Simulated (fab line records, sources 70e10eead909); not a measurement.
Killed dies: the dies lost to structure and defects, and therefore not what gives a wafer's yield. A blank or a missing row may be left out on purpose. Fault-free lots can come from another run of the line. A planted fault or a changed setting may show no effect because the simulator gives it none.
A lot that was struck, set against a sound lot :: flow nandHarc :: 15 out of 1302 route steps
Sound: wafers L652.1, L652.2, L652.5. Struck: wafer L645.3; the same lot's L645.2 was not struck, so it is left out; see the end for the cause.
For every step that has rows: the tool of each side, followed by ch and its chambers, followed by its first start. Under that, the readings that differ: sound wafers :: struck wafers :: difference of the means :: sigmas: that difference in standard deviations of wafers without a fault.
alike: same words and numbers on both sides, and readings whose means sit less than 2 such deviations apart. not compared: any withheld reading, any reading some wafer has no value for, any bound like >300 that may hide the same value, and any number with overlapping values for which the record gives no deviation.
A row with sigmas, a row that says differs or no value, or rows on one side alone: a step with any of these is where the two part. Numbers that have no deviation but don't overlap get no sigmas and don't part them. A reading that every wafer of one side lacks parts them only if that side has two wafers or more.

first, 8 steps without rows for these wafers: NHARC_A_CONTACT_COAT_34 (time 75 s); NHARC_A_CONTACT_COAT_35 (time 65 s); NHARC_A_CONTACT_COAT_36 (resist thk 90 nm); NHARC_A_CONTACT_SOFTBAKE_37 (time 55 s); NHARC_A_CONTACT_EBR_38; NHARC_A_CONTACT_EXPOSE_39 (exposes mask A CC 3); NHARC_A_CONTACT_PEB_40 (peb time 65 s); NHARC_A_CONTACT_DEVELOP_41 (develop time 35 s).
NHARC_A_CONTACT_CD_MEAS_42: the cd target is 300 nm.
  sound on cdSem-01 ch 0, day 30 14:14; struck on cdSem-03 ch 0, day 28 05:40
  alike: cdNm
NHARC_A_CONTACT_OVL_MEAS_43:
  sound on overlay-01, day 30 14:20; struck on overlay-02, day 28 05:45
  alike: overlayXNm, overlayYNm
NHARC_A_CONTACT_INSPECT_44:
  sound on defectInspect-02, day 30 14:22; struck on defectInspect-01, day 28 05:47
  alike: rawDefectCount
NHARC_A_CONTACT_DESCUM_47: chemistry O2, time 3 s.
  sound on rieDiel-02 ch 1,2,3, day 30 14:26; struck on rieDiel-02 ch 0, day 28 05:51
reading: oesProductAu (a.u.)
sound: 1.000 1.008 0.997
struck: 1.031
difference: +0.029
sigmas: +2
  alike: drypumpMotorCurrentA, rfVppV, showerheadPlenumPTorr, throttleValvePct
  not compared: rfHoursCounterH
NHARC_A_CONTACT_ETCH_48: etches the open film in CF4, target depth 39 nm, time 65 s.
  sound on rieDiel-02 ch 0,1, day 30 14:31; struck on rieDiel-02 ch 1, day 28 05:57
reading: runLengthS (s)
sound: 86.6 86.8 86.7
struck: 134.9
difference: +48.2
sigmas: +82
  alike: drypumpMotorCurrentA, oesProductAu, rfVppV, showerheadPlenumPTorr, throttleValvePct
  not compared: rfHoursCounterH
NHARC_A_CONTACT_ETCH_49: etches the open film in N2/H2, target depth 260 nm, time 475.3 s.
  sound on rieDiel-02 ch 0,2; struck on rieDiel-02 ch 2
  alike: drypumpMotorCurrentA, h2FlowSccm, n2FlowSccm, oesProductAu, rfVppV, runLengthS, showerheadPlenumPTorr, throttleValvePct
  not compared: rfHoursCounterH
-- record jumps: 3 days between struck wafers' starts before vs after; left off in module A_CONTACT, resumes in module END, first step shown is number 1302 of the route --
NHARC_END_SORT_01:
  sound on prober-02 ch 0, day 33 12:46; struck on prober-02 ch 0, day 31 06:25
  alike: killedAtArray, killedAtOther, killedAtPeriphery, killedDies, killedOpen, killedShort

## WHERE THEY PART
At NHARC_A_CONTACT_DESCUM_47 first; at NHARC_A_CONTACT_ETCH_48 last (within this record only). Later steps at which nothing parts them and some readings are alike: NHARC_A_CONTACT_ETCH_49, NHARC_END_SORT_01.

WHY: whatever the simulator had introduced
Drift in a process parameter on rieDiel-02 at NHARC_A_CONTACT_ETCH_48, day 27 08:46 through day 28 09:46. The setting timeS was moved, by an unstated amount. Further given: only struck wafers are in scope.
